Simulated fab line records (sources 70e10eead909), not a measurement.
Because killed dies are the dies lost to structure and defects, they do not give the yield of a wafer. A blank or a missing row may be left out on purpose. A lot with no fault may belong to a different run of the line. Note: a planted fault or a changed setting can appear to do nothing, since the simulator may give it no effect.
Comparing a struck lot with a sound one || flow nand-harc || 14 out of 1302 route steps
Sound: wafers L114.1, L114.3, L114.4. Wafers L117.1, L117.4, L117.6 were the ones struck. The cause is named last.
At each step with rows: each side's tool, then ch and its chambers, then its first start. Under that, the readings that differ: sound wafers || struck wafers || difference of the means || sigmas: that difference in standard deviations of wafers without a fault.
alike: readings with means less than 2 such deviations apart, plus words and numbers identical on both sides. not compared: withheld readings, readings lacking a value on some wafer, bounds such as >300 that could conceal the same value, and numbers that have no deviation in the record and whose values overlap.
A row with sigmas, a row that says differs or no value, or rows on one side alone: a step with any of these is where the two part. Numbers that don't overlap but have no deviation are shown without sigmas and don't part them. Lack of a reading on every wafer of one side parts them only where that side has two or more wafers.

NHARC_P_M0_INSPECT_27:
  sound: defect-inspect-02 at day 11 04:43; struck: defect-inspect-02 at day 12 02:10
  alike: raw-defect-count
NHARC_P_M0_PRE_CLEAN_31: time 12 s.
  sound on pecvd-03 ch 1,2, day 11 04:47; struck on pecvd-04 ch 0,2, day 12 02:14
  alike: heater-power-w
NHARC_P_M0_DEP_32: deposits SiCN, target thk 30 nm.
  sound on pecvd-03 ch 1,2, day 11 04:52; struck on pecvd-04 ch 0,2, day 12 02:19
  alike: heater-power-w, showerhead-vpp-V
then, 9 steps without rows for these wafers: NHARC_P_M1_DEP_00 (deposits SiOC, target thk 182.5 nm); NHARC_P_M1_DEHYDRATE_01 (time 120 s); NHARC_P_M1_HMDS_02 (time 30 s); NHARC_P_M1_COAT_34 (time 65 s); NHARC_P_M1_COAT_03 (resist thk 90 nm); NHARC_P_M1_SOFTBAKE_04 (time 55 s); NHARC_P_M1_EBR_05; NHARC_P_M1_EXPOSE_06 (exposes mask P M1, target cd 130 nm); NHARC_P_M1_PEB_07 (peb time 65 s).
NHARC_P_M1_DEVELOP_08: develop time 35 s.
  struck on litho-track-01, day 12 03:00; sound on litho-track-06 ch 0, day 11 06:00
  no value came back on the struck wafers for chill-plate-temp-C (C), develop-time-s (s); on the sound wafers chill-plate-temp-C (C) reads 22.99 23.08 23.11
NHARC_P_M1_CD_MEAS_09: the cd target is 130 nm.
  sound on cd-sem-03 ch 0, day 11 06:05; struck on cd-sem-03 ch 0, day 12 03:26
{"reading": "cd-nm (nm)", "sound": "130.3 129.4 129.5", "struck": "- - -", "difference": "no value on the struck wafers", "sigmas": ""}

== WHERE THEY PART ==
Last at NHARC_P_M1_CD_MEAS_09 as far as this record goes, first at NHARC_P_M1_DEVELOP_08.

WHY: what the simulator had put in
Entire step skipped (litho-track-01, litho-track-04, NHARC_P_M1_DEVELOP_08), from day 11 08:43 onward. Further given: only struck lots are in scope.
